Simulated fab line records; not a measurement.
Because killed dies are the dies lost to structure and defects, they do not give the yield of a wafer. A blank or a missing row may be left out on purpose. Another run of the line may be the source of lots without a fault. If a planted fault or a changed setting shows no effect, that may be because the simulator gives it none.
Which of the tools did it? + flow n5-finfet + 11 lots, 30 wafers sampled, at 5 steps of a route of 1938

WHAT THE GAUGES SHOWED, per wafer
N5_BEOL_M0_INSPECT_127: inspects for defects (darkfield).
| lot  | measured     | on                | raw-defect-count |
|------|--------------|-------------------|------------------|
| L836 | day 6 03:04  | defect-inspect-02 | 71 76 74         |
| L837 | day 6 16:29  | defect-inspect-01 | 84 59 86         |
| L838 | day 6 21:59  | defect-inspect-02 | 54 37 34         |
| L843 | day 7 21:15  | defect-inspect-01 | 47 66 87         |
| L844 | day 8 09:42  | defect-inspect-02 | 111 93 83        |
| L845 | day 8 16:01  | defect-inspect-01 | 51 43 48         |
| L846 | day 8 17:47  | defect-inspect-02 | 147 123 119      |
| L849 | day 9 13:25  | defect-inspect-01 | 75 3502          |
| L851 | day 9 22:05  | defect-inspect-02 | 40 3642          |
| L856 | day 11 06:26 | defect-inspect-02 | 3551 3526        |
| L858 | day 11 23:37 | defect-inspect-02 | 59 48 45         |

N5_BEOL_M4_RC_MEAS_101.
| lot  | measured     | on        | DIBL_N (mV/V)  | DIBL_P (mV/V)  | IOFF_N (nA/um)    | IOFF_P (nA/um)    | ION_N (uA/um) | ION_P (uA/um) | SS_N (mV/dec)  | SS_P (mV/dec)  | VT_N (mV)   | VT_P (mV)      |
|------|--------------|-----------|----------------|----------------|-------------------|-------------------|---------------|---------------|----------------|----------------|-------------|----------------|
| L836 | day 9 17:53  | prober-01 | 36.5 32.5 35.6 | 36.8 32.0 36.5 | 0.156 0.103 0.150 | 0.193 0.136 0.190 | 678 649 675   | 461 447 466   | 72.2 70.9 71.2 | 73.0 71.8 74.1 | 253 258 250 | -252 -258 -254 |
| L837 | day 11 02:30 | prober-01 | 37.5 38.0 35.9 | 35.6 37.8 35.0 | 0.165 0.195 0.141 | 0.191 0.236 0.187 | 659 665 644   | 444 447 442   | 72.8 72.9 72.0 | 73.9 74.3 72.9 | 253 246 253 | -255 -248 -253 |
| L838 | day 10 07:59 | prober-02 | 36.1 36.0 37.7 | 36.4 36.0 37.8 | 0.148 0.150 0.173 | 0.197 0.196 0.228 | 663 671 666   | 452 462 457   | 71.0 71.1 72.4 | 73.3 73.4 74.0 | 252 253 247 | -252 -255 -250 |
| L843 | day 12 05:59 | prober-02 | 34.0 32.6 36.1 | 35.8 33.2 38.3 | 0.141 0.123 0.184 | 0.208 0.172 0.250 | 676 667 680   | 468 458 468   | 70.9 70.8 71.3 | 72.7 71.9 73.2 | 250 251 247 | -249 -251 -243 |
| L844 | day 12 09:15 | prober-01 | 36.8 36.0 36.3 | 35.8 34.6 36.0 | 0.160 0.148 0.154 | 0.220 0.216 0.232 | 670 672 666   | 466 463 463   | 71.6 71.1 71.7 | 73.3 73.3 73.3 | 251 250 250 | -246 -245 -246 |
| L845 | day 12 13:01 | prober-01 | 34.5 33.9 35.6 | 36.0 34.6 36.7 | 0.148 0.136 0.175 | 0.217 0.202 0.238 | 665 660 671   | 464 463 462   | 71.5 70.9 71.9 | 73.9 72.9 73.8 | 250 251 247 | -247 -250 -246 |
| L846 | day 12 12:49 | prober-02 | 33.9 35.7 36.5 | 32.9 34.6 34.1 | 0.124 0.149 0.156 | 0.169 0.199 0.182 | 660 673 665   | 451 465 450   | 71.0 70.5 70.8 | 72.6 72.7 72.6 | 254 252 251 | -252 -251 -254 |
| L849 | day 12 23:25 | prober-01 | 33.9           | 32.7           | 0.123             | 0.162             | 656           | 453           | 71.0           | 72.5           | 252         | -254           |
| L851 | day 14 02:01 | prober-02 | 37.0           | 36.5           | 0.162             | 0.206             | 678           | 464           | 71.6           | 73.9           | 249         | -249           |
| L858 | day 15 11:44 | prober-02 | 37.6 36.5 36.8 | 35.2 35.3 36.0 | 0.177 0.159 0.167 | 0.217 0.212 0.225 | 680 669 679   | 463 461 464   | 71.3 70.4 71.2 | 73.9 72.7 73.7 | 248 250 250 | -248 -250 -252 |

EACH LOT AND THE TOOL THAT RAN IT (in order: tool; ch and the chambers of the sampled wafers; start)
| lot  | N5_BEOL_M0_DEGAS_112         | N5_BEOL_M0_SPUTTER_134       | N5_BEOL_M0_CMP_120            |
|------|------------------------------|------------------------------|-------------------------------|
| L836 | pvd-sputter-02, day 5 23:11  | pvd-sputter-03, day 6 00:11  | cmp-02 ch 1,3, day 6 02:25    |
| L837 | pvd-sputter-03, day 6 13:21  | pvd-sputter-03, day 6 14:21  | cmp-03 ch 0,2,3, day 6 15:51  |
| L838 | pvd-sputter-01, day 6 18:39  | pvd-sputter-01, day 6 19:50  | cmp-03 ch 2,3, day 6 21:25    |
| L843 | pvd-sputter-03, day 7 17:41  | pvd-sputter-02, day 7 18:37  | cmp-03 ch 0,1,2, day 7 20:40  |
| L844 | pvd-sputter-01, day 8 04:13  | pvd-sputter-03, day 8 05:10  | cmp-02 ch 0,2, day 8 09:09    |
| L845 | pvd-sputter-02, day 8 11:14  | pvd-sputter-03, day 8 11:58  | cmp-02 ch 1,2, day 8 15:26    |
| L846 | pvd-sputter-03, day 8 14:50  | pvd-sputter-01, day 8 15:54  | cmp-02 ch 0,2, day 8 17:13    |
| L849 | pvd-sputter-02, day 9 10:25  | pvd-sputter-01, day 9 11:21  | cmp-02 ch 1,2, day 9 12:50    |
| L851 | pvd-sputter-03, day 9 18:43  | pvd-sputter-01, day 9 19:39  | cmp-02 ch 0,3, day 9 21:28    |
| L856 | pvd-sputter-03, day 11 03:53 | pvd-sputter-03, day 11 04:45 | cmp-02 ch 2,3, day 11 06:01   |
| L858 | pvd-sputter-01, day 11 21:20 | pvd-sputter-02, day 11 22:17 | cmp-04 ch 0,1,2, day 11 23:07 |
- N5_BEOL_M0_DEGAS_112: time 60 s.
- N5_BEOL_M0_SPUTTER_134: material Cu, target thk 4 nm, time 7.37 s.
- N5_BEOL_M0_CMP_120: polishes, stops on SiOC, t overpolish 6.9 s.

AS READ BY THE TOOLS THEMSELVES (means over the sampled wafers that have a number; for cases with no such wafer, the mark the record gives instead)
N5_BEOL_M0_DEGAS_112.
| lot  | tool           | heater-power-w (W) |
|------|----------------|--------------------|
| L836 | pvd-sputter-02 | 333                |
| L837 | pvd-sputter-03 | 325                |
| L838 | pvd-sputter-01 | 322                |
| L843 | pvd-sputter-03 | 282                |
| L844 | pvd-sputter-01 | 324                |
| L845 | pvd-sputter-02 | 332                |
| L846 | pvd-sputter-03 | 277                |
| L849 | pvd-sputter-02 | 304                |
| L851 | pvd-sputter-03 | 262                |
| L856 | pvd-sputter-03 | 306                |
| L858 | pvd-sputter-01 | 310                |

N5_BEOL_M0_SPUTTER_134.
| lot  | tool           | throttle-valve-pct (%) |
|------|----------------|------------------------|
| L836 | pvd-sputter-03 | 29.3                   |
| L837 | pvd-sputter-03 | 30.1                   |
| L838 | pvd-sputter-01 | 29.2                   |
| L843 | pvd-sputter-02 | 30.3                   |
| L844 | pvd-sputter-03 | 28.7                   |
| L845 | pvd-sputter-03 | 29.9                   |
| L846 | pvd-sputter-01 | 29.1                   |
| L849 | pvd-sputter-01 | 29.4                   |
| L851 | pvd-sputter-01 | 28.8                   |
| L856 | pvd-sputter-03 | 30.1                   |
| L858 | pvd-sputter-02 | 30.8                   |

N5_BEOL_M0_CMP_120.
| lot  | tool   | barrier-field-endpoint-s (s) | motor-current-A (A) | overpolish-run-s (s) | retaining-ring-pressure-frac | time-to-endpoint-s (s) |
|------|--------|------------------------------|---------------------|----------------------|------------------------------|------------------------|
| L836 | cmp-02 | 3.78                         | 6.6                 | 6.901                | 1.008                        | 65.9                   |
| L837 | cmp-03 | 3.57                         | 5.6                 | 6.902                | 1.000                        | 62.1                   |
| L838 | cmp-03 | 3.66                         | 5.6                 | 6.910                | 0.996                        | 60.6                   |
| L843 | cmp-03 | 3.64                         | 5.8                 | 6.894                | 0.998                        | 65.7                   |
| L844 | cmp-02 | 3.55                         | 5.9                 | 6.884                | 0.997                        | 62.4                   |
| L845 | cmp-02 | 3.67                         | 6.8                 | 6.896                | 1.000                        | 61.4                   |
| L846 | cmp-02 | 3.71                         | 6.5                 | 6.897                | 1.003                        | 63.1                   |
| L849 | cmp-02 | 5.70                         | 6.8                 | 6.897                | 1.004                        | 73.3                   |
| L851 | cmp-02 | 5.66                         | 6.5                 | 6.905                | 1.004                        | 71.8                   |
| L856 | cmp-02 | 7.00                         | 7.1                 | 6.890                | 0.998                        | 81.3                   |
| L858 | cmp-04 | 3.57                         | 6.3                 | 6.901                | 0.999                        | 63.1                   |

THE ANSWER, worked out from the rows above alone
Rule: what is usual is taken from the lots themselves. Put in order of their means at a reading, lots are off if they are a third of the lots or fewer, leave a main group of 4 or more, and stand apart from it by a gap of 3 or more times the standard deviation of the main group's means; of several such gaps the widest counts. Not used: any main group whose means are identical at the precision the tables above print for the reading. Also off: a lot with no number at a reading for which 4 or more lots have one. The other lots that the step has rows for count as sound. The gauges are gone through in route order, then the tools' own readings, and for those a lot's mean is taken as printed above. At the first step where some lot is off, the reading lying furthest off is the one used; lots without a number count as furthest.
Off: L849, L851, L856 (N5_BEOL_M0_INSPECT_127, raw-defect-count). The main group has a mean of 73 with a standard deviation of 27.
A tool fits if, at a process step before that reading, it ran every lot that is off, and no sound lot after the first of them. The gauges at N5_BEOL_M0_INSPECT_127 aren't tried: what is off there is off at N5_BEOL_M0_CMP_120 too, on other tools, and a gauge's error can't cause that. One candidate fits, namely cmp-02 at N5_BEOL_M0_CMP_120. A fault onset in the window from L846 (day 8 17:13, its last sound lot) to L849 (day 9 12:50, its first lot off) fits.
The tool's own readings at N5_BEOL_M0_CMP_120 bear it out: on the lots that are off they differ by more than 5 times the standard deviation of the sound lots' means. barrier-field-endpoint-s reads 6.12 s there against 3.64 s on the sound lots; time-to-endpoint-s reads 75.5 s there against 63.0 s on the sound lots.

WHAT WAS PUT IN BY THE SIMULATOR
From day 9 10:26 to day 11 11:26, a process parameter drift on cmp-02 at N5_BEOL_M0_CMP_120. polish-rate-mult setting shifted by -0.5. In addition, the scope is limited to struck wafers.
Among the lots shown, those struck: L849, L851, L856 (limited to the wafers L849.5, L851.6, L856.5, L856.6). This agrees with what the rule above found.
